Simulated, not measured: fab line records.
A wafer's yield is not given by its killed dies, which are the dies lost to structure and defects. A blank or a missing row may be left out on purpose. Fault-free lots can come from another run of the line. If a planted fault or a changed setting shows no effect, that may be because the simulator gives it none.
Which of the tools did it?	flow nand-harc	at 1 step of a route of 1302, 24 lots with 72 wafers sampled

== WHAT THE GAUGES SHOWED, per wafer ==
NHARC_A_SLIT_INSPECT_11.
lot	measured	on	raw-defect-count
L074	day 20 16:43	defect-inspect-02	51 56 50
L077	day 20 22:59	defect-inspect-01	22 15 20
L076	day 21 00:22	defect-inspect-01	19 26 30
L075	day 21 04:05	defect-inspect-01	86 110 111
L079	day 21 08:07	defect-inspect-02	77 72 74
L080	day 22 05:18	defect-inspect-01	21 22 23
L078	day 22 05:27	defect-inspect-01	113 111 94
L082	day 23 07:11	defect-inspect-01	103 115 129
L081	day 23 12:46	defect-inspect-02	26 38 36
L084	day 24 04:15	defect-inspect-01	22 24 18
L083	day 24 04:30	defect-inspect-02	84 95 71
L085	day 24 15:25	defect-inspect-01	56 55 53
L087	day 25 13:08	defect-inspect-01	22 21 24
L086	day 25 13:17	defect-inspect-02	45 41 31
L089	day 26 05:32	defect-inspect-01	35 30 21
L088	day 26 06:45	defect-inspect-01	88 79 82
L090	day 26 22:40	defect-inspect-02	98 92 104
L091	day 27 16:20	defect-inspect-02	32 22 25
L093	day 27 16:52	defect-inspect-02	27 16 24
L094	day 27 22:03	defect-inspect-02	68 76 90
L092	day 28 01:23	defect-inspect-02	62 71 63
L095	day 28 20:17	defect-inspect-02	44 51 38
L097	day 29 12:02	defect-inspect-01	88 64 69
L096	day 29 12:20	defect-inspect-01	36 38 36

== WHICH TOOL RAN EACH LOT (tool, then ch and the chambers of the sampled wafers, then the start) ==
Record: no process step prior to these readings.

== AS READ BY THE TOOLS THEMSELVES (means over the sampled wafers that have a number; for cases with no such wafer, the mark the record gives instead) ==
The record holds no such reading with a usual standard deviation.

== THE ANSWER, worked out from the rows above alone ==
Rule: what is usual is taken from the lots themselves. Put in order of their means at a reading, lots are off if they are a third of the lots or fewer, leave a main group of 4 or more, and stand apart from it by a gap of 3 or more times the standard deviation of the main group's means; of several such gaps the widest counts. A main group is skipped when, at the precision printed for the reading in the tables above, its means are all equal. A lot without any number at a reading at which 4 lots or more have one is off too. Where the step has rows for the other lots, those lots are counted as sound. First the gauges in route order, then the tools' own readings, where a lot's mean is used as printed above. At the first step where some lot is off, the reading lying furthest off is the one used; lots without a number count as furthest.
Nothing can be told from this: no lot is off at any reading shown.

== WHAT WAS PUT IN BY THE SIMULATOR ==
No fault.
